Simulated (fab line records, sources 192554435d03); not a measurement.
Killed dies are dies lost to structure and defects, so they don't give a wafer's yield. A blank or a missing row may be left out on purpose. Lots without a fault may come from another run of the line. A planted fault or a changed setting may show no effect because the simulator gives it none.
fab line records | flow n5_finfet
record lots=10 wafers=30 last_day=17
route steps=1938 shown BEOL_M13@1676
lots that met no fault: from a run of the same line without faults
start_h: hours from the record's first day to the start of the lot's first wafer shown | wait_h: hours since the lot's step before | " the same as in the row above | L1.1+2: a row that stands for several wafers | - no value, or no start given | * or withheld: withheld | < > ~ a bound
route shown NAME@n: a module of which the file shows steps, and the number in the route of the first | usual: mean/standard deviation of fault-free wafers | same: alike in all rows | chamber/n: place in a boat | sites: the reading at each site | _std_site: their standard deviation | _edge_site: outer sites' mean less inner sites' | radius_mm: how far each site lies from the wafer's centre | mask NAME#n: copy n | behind: the tool/chamber that last shaped the wafer | hold: why the lot was held/for how many hours/how that ended | device: the transistor (n, p or np) that didn't switch | end of line: the same wafers' tests at the end of the route | a step without rows: its recipe alone | killed: dies lost to structure and defects at the first sort, not the wafer's yield | map: a wafer's dies, x killed, . not, _ none there
set.NAME: the setting as run; set.NAME@STEP: as run at that earlier step | model.NAME: the simulator's own value behind a step, which no gauge read
steps of the route over a sample of lots; a table a step, a row a wafer
services: from which hour (start_h, from the record's first day; less than 0 if before it) a tool's chamber was out of use, for how many hours, and why
## steps
# step N5_BEOL_M13_STRIP_64
# recipe chemistry=N2/H2 power_w=1000 temp_c=250 h2_frac=0.65 overash_fraction=0.3 pressure_mtorr=withheld n2_flow_sccm=1750 h2_flow_sccm=3250
# usual drypump_motor_current_A=6.0/0.54 heater_power_w=324/32 oes_product_au=0.715/0.0047 strip_time_to_endpoint_s=31.32/0.066
# columns lot.wafer tool chamber start_h wait_h drypump_motor_current_A heater_power_w oes_product_au rf_hours_counter_h strip_time_to_endpoint_s
L780.2 plasma_asher-02 0 230.38 0.0 6.6 290 0.720 62 31.35
L780.3 " 0 " " 6.6 295 0.720 - 31.38
L780.4 " 1 " " 5.4 303 0.720 - 31.25
L782.2 plasma_asher-01 0 241.46 0.0 6.5 313 0.715 124 31.37
L782.3 " 1 " " 5.6 369 0.711 - 31.35
L782.5 " 1 " " 5.6 369 0.713 - 31.35
L781.4 plasma_asher-01 1 257.40 0.0 5.6 384 0.717 - 31.33
L781.5 " 0 " " 6.5 319 0.720 - 31.36
L781.6 " 1 " " 5.6 375 0.719 - 31.26
L783.4 plasma_asher-01 0 264.14 0.0 6.5 320 0.717 - 31.29
L783.5 " 1 " " 5.5 378 0.714 - 31.32
L783.6 " 0 " " 6.4 307 0.722 - 31.31
L786.2 plasma_asher-01 1 288.07 0.0 5.6 380 0.722 132 31.31
L786.3 " 1 " " 5.6 378 0.704 - 31.28
L786.6 " 1 " " 5.6 379 0.721 - 31.24
L789.2 plasma_asher-01 0 300.03 0.0 6.5 327 0.714 133 31.25
L789.3 " 0 " " 6.5 325 0.713 - 31.31
L789.6 " 1 " " 5.6 374 0.721 - 31.21
L788.2 plasma_asher-01 0 308.38 0.0 6.5 324 0.723 136 31.37
L788.4 " 0 " " 6.5 314 0.708 - 31.24
L788.5 " 0 " " 6.5 313 0.706 - 31.23
L791.1 plasma_asher-02 0 325.91 0.0 6.6 304 0.712 81 31.25
L791.2 " 1 " " 5.4 300 0.720 81 31.26
L791.3 " 1 " " 5.4 297 0.714 - 31.24
L795.3 plasma_asher-02 0 330.83 0.0 6.6 303 0.715 - 31.29
L795.4 " 1 " " 5.4 297 0.716 - 31.26
L795.5 " 0 " " 6.6 296 0.721 - 31.29
L800.1 plasma_asher-02 1 379.45 0.0 5.4 303 0.714 92 31.44
L800.2 " 0 " " 6.6 301 0.713 92 31.49
L800.3 " 1 " " 5.4 299 0.708 - 31.47
# step N5_BEOL_M13_EXPOSE_25
# recipe mask_id=M13 na=0.93 source_shape=conventional sigma_outer=0.4 polarization=unpolarized target_cd_nm=210 dose_mj=22
# usual exposure_dose_mJ_cm2=21.978/0.021
# columns lot.wafer tool chamber start_h wait_h mask exposure_dose_mJ_cm2
L780.2 krf_scanner-02 0 230.81 - M13#0 22.016
L780.3 " 0 " " M13#0 22.006
L780.4 " 0 " " M13#0 22.013
L782.2 krf_scanner-01 0 241.93 - M13#0 21.980
L782.3 " 0 " " M13#0 21.941
L782.5 " 0 " " M13#0 21.971
L781.4 krf_scanner-01 0 257.70 - M13#0 21.985
L781.5 " 0 " " M13#0 21.974
L781.6 " 0 " " M13#0 21.936
L783.4 krf_scanner-01 0 264.44 - M13#0 21.980
L783.5 " 0 " " M13#0 21.960
L783.6 " 0 " " M13#0 21.996
L786.2 krf_scanner-01 0 288.41 - M13#0 22.977
L786.3 " 0 " " M13#0 22.973
L786.6 " 0 " " M13#0 22.983
L789.2 krf_scanner-02 0 300.51 - M13#0 21.974
L789.3 " 0 " " M13#0 22.020
L789.6 " 0 " " M13#0 21.986
L788.2 krf_scanner-01 0 308.82 - M13#0 22.750
L788.4 " 0 " " M13#0 22.774
L788.5 " 0 " " M13#0 22.765
L791.1 krf_scanner-01 0 326.33 - M13#0 22.626
L791.2 " 0 " " M13#0 22.645
L791.3 " 0 " " M13#0 22.613
L795.3 krf_scanner-02 0 331.25 - M13#0 21.970
L795.4 " 0 " " M13#0 21.970
L795.5 " 0 " " M13#0 21.960
L800.1 krf_scanner-02 0 379.88 - M13#0 22.028
L800.2 " 0 " " M13#0 22.010
L800.3 " 0 " " M13#0 21.992
# step N5_BEOL_M13_CD_MEAS_28
# recipe target_cd_nm=209.5 landing_energy_ev=500 detector=se_inlens
# usual cd_nm=209.3/0.92
# columns lot.wafer tool chamber start_h wait_h cd_nm
L780.2 cd_sem-02 0 230.98 - 209.1
L780.3 " 0 " " 207.3
L780.4 " 0 " " 208.3
L782.2 cd_sem-02 0 242.10 - 208.8
L782.3 " 0 " " 208.2
L782.5 " 0 " " 208.2
L781.4 cd_sem-02 0 257.86 - 209.7
L781.5 " 0 " " 209.7
L781.6 " 0 " " 210.9
L783.4 cd_sem-03 0 264.60 - 209.3
L783.5 " 0 " " 208.9
L783.6 " 0 " " 208.4
L786.2 cd_sem-01 0 288.58 - 214.8
L786.3 " 0 " " 213.4
L786.6 " 0 " " 215.3
L789.2 cd_sem-03 0 300.68 - 209.9
L789.3 " 0 " " 208.8
L789.6 " 0 " " 210.5
L788.2 cd_sem-02 0 308.98 - 215.1
L788.4 " 0 " " 214.3
L788.5 " 0 " " 214.1
L791.1 cd_sem-01 0 326.51 - 212.0
L791.2 " 0 " " 211.7
L791.3 " 0 " " 211.7
L795.3 cd_sem-03 0 331.42 - 209.1
L795.4 " 0 " " 208.2
L795.5 " 0 " " 208.8
L800.1 cd_sem-01 0 380.05 - 209.6
L800.2 " 0 " " 209.6
L800.3 " 0 " " 209.5
# step N5_BEOL_M13_INSPECT_30
# recipe mode=adi inspect_instrument=macro
# usual raw_defect_count=2.0/1.5
# columns lot.wafer tool chamber start_h wait_h raw_defect_count
L780.2 defect_inspect-02 - 231.04 0.0 0
L780.3 " - " " 0
L780.4 " - " " 2
L782.2 defect_inspect-01 - 242.15 0.0 4
L782.3 " - " " 0
L782.5 " - " " 1
L781.4 defect_inspect-02 - 257.91 0.0 3
L781.5 " - " " 1
L781.6 " - " " 1
L783.4 defect_inspect-02 - 264.65 0.0 1
L783.5 " - " " 3
L783.6 " - " " 1
L786.2 defect_inspect-01 - 288.64 0.0 1
L786.3 " - " " 0
L786.6 " - " " 1
L789.2 defect_inspect-01 - 300.74 0.0 4
L789.3 " - " " 3
L789.6 " - " " 4
L788.2 defect_inspect-02 - 309.04 0.0 2
L788.4 " - " " 3
L788.5 " - " " 2
L791.1 defect_inspect-01 - 326.56 0.0 4
L791.2 " - " " 2
L791.3 " - " " 1
L795.3 defect_inspect-02 - 331.47 0.0 0
L795.4 " - " " 0
L795.5 " - " " 2
L800.1 defect_inspect-01 - 380.11 0.0 2
L800.2 " - " " 1
L800.3 " - " " 0
# step N5_BEOL_M13_TRENCH_ETCH_34
# recipe chemistry=C4F8/O2/Ar target=SiOC target_depth_a=4134.7 mask_material=SOC pressure_mtorr=30 source_w=3000 bias_w=700 Ar_flow_sccm=400 C4F8_flow_sccm=15 O2_flow_sccm=8 he_inner_torr=15 he_outer_torr=30 time_s=162.6 ion_energy_ev=250
# usual drypump_motor_current_A=5.5/0.39 oes_product_au=0.80/0.082 rf_fwd_power_W=2990/8.5 rf_vpp_V=665.3/2.5 showerhead_plenum_p_Torr=3.42/0.087 throttle_valve_pct=24.20/0.2
# columns lot.wafer tool chamber start_h wait_h drypump_motor_current_A oes_product_au rf_fwd_power_W rf_hours_counter_h rf_vpp_V showerhead_plenum_p_Torr throttle_valve_pct
L780.2 rie_diel-03 0 231.48 0.0 6.3 0.90 3000 23 664.9 3.36 23.93
L780.3 " 1 " " 5.1 0.80 2995 98 665.1 3.45 24.03
L780.4 " 3 " " 5.4 0.73 2988 160 664.8 3.41 24.52
L782.2 rie_diel-05 2 242.59 0.0 5.8 0.80 2970 117 665.0 3.43 24.57
L782.3 " 1 " " 4.9 0.85 2987 75 664.5 3.33 23.98
L782.5 " 2 " " 5.9 0.80 2974 - 665.0 3.43 24.57
L781.4 rie_diel-03 1 258.34 0.0 5.1 0.80 3011 105 667.0 3.45 24.04
L781.5 " 2 " " 5.7 0.69 2989 - 668.3 3.52 23.95
L781.6 " 1 " " 5.1 0.80 3000 - 665.5 3.45 24.06
L783.4 rie_diel-03 2 265.08 0.0 5.8 0.69 2993 208 669.9 3.52 23.97
L783.5 " 0 " " 6.3 0.87 2986 - 665.6 3.35 23.92
L783.6 " 3 " " 5.4 0.73 2986 - 663.5 3.41 24.52
L786.2 rie_diel-06 1 289.22 0.0 5.8 0.90 2989 33 670.8 3.62 24.11
L786.3 " 0 " " 5.4 0.71 2998 234 664.2 3.38 24.49
L786.6 " 2 " " 5.8 0.76 2990 - 666.3 3.43 24.35
L789.2 rie_diel-06 2 301.17 0.0 5.8 0.76 2981 142 664.9 3.43 24.32
L789.3 " 1 " " 5.7 0.89 2981 37 670.0 3.62 24.12
L789.6 " 3 " " 5.1 0.92 3001 - 663.9 3.34 24.18
L788.2 rie_diel-06 1 309.47 0.0 5.7 0.89 2997 40 670.8 3.62 24.13
L788.4 " 3 " " 5.1 0.90 2984 34 664.7 3.34 24.18
L788.5 " 3 " " 5.2 0.90 2984 - 663.8 3.34 24.19
L791.1 rie_diel-06 0 327.00 0.0 5.4 0.69 2994 247 664.6 3.38 24.50
L791.2 " 1 " " 5.8 0.87 2994 46 669.5 3.61 24.12
L791.3 " 2 " " 5.8 0.73 2990 150 664.1 3.42 24.33
L795.3 rie_diel-06 1 331.90 0.0 5.8 0.86 2985 47 671.0 3.61 24.14
L795.4 " 0 " " 5.4 0.69 2978 - 663.1 3.37 24.51
L795.5 " 3 " " 5.1 0.89 2977 - 662.3 3.33 24.18
L800.1 rie_diel-06 1 380.77 0.0 5.7 0.84 3005 65 669.9 3.60 24.15
L800.2 " 3 " " 5.2 0.87 2985 60 662.1 3.32 24.21
L800.3 " 2 " " 5.8 0.73 3000 166 666.2 3.41 24.36
## services
# columns tool chamber start_h hours kind
rie_diel-03 0 209.33 4.7 repair
rie_diel-06 0 235.18 4.9 repair
krf_scanner-02 - 239.64 0.6 repair
krf_scanner-02 - 261.91 0.8 pm
rie_diel-03 0 268.47 1.5 repair
krf_scanner-01 0 273.66 - calibration
rie_diel-05 0 280.12 21.8 repair
krf_scanner-01 - 292.83 1.0 pm
krf_scanner-01 - 296.84 4.5 repair
krf_scanner-01 - 307.10 0.8 pm
plasma_asher-01 - 313.64 3.1 repair
rie_diel-05 0 314.89 - clean
rie_diel-05 0 314.89 - consumable_replace:focus_ring
krf_scanner-02 - 315.73 1.3 pm
krf_scanner-02 0 325.79 - calibration
krf_scanner-02 - 328.61 1.0 pm
rie_diel-06 2 329.05 5.4 repair
krf_scanner-01 - 329.61 1.3 pm
rie_diel-06 0 337.33 - clean
rie_diel-06 0 337.33 - consumable_replace:focus_ring
rie_diel-06 0 337.33 17.5 scheduled_down
rie_diel-06 0 337.33 17.5 vent_cycle
krf_scanner-01 - 346.28 4.4 pm
rie_diel-05 2 354.62 15.6 repair
## key
first_sign step=N5_BEOL_M13_EXPOSE_25 reading=exposure_dose_mJ_cm2 direction=up sigmas=39 usual=21.978 struck=22.790
effect step=N5_BEOL_M13_CD_MEAS_28 reading=cd_nm direction=up sigmas=4.7 usual=209.3 struck=213.6 through=control_loop
met_at N5_BEOL_M13_EXPOSE_25
struck_lots L786,L788,L791
loop_trim step=N5_BEOL_M13_EXPOSE_25 setting=dose lots=L788,L791
not_acting_at N5_BEOL_M13_STRIP_64,N5_BEOL_M13_INSPECT_30,N5_BEOL_M13_TRENCH_ETCH_34
onset_between 264.44 288.41
fault kind=process_parameter_drift tool=krf_scanner-01 chamber=- onset_h=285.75 steps=N5_BEOL_M13_EXPOSE_25 channel=dose_mj offset=0.98563 shape=step acts_in=these_recipes_only stated=22
# loop_trim: a control loop set the setting to another value than it would have without faults
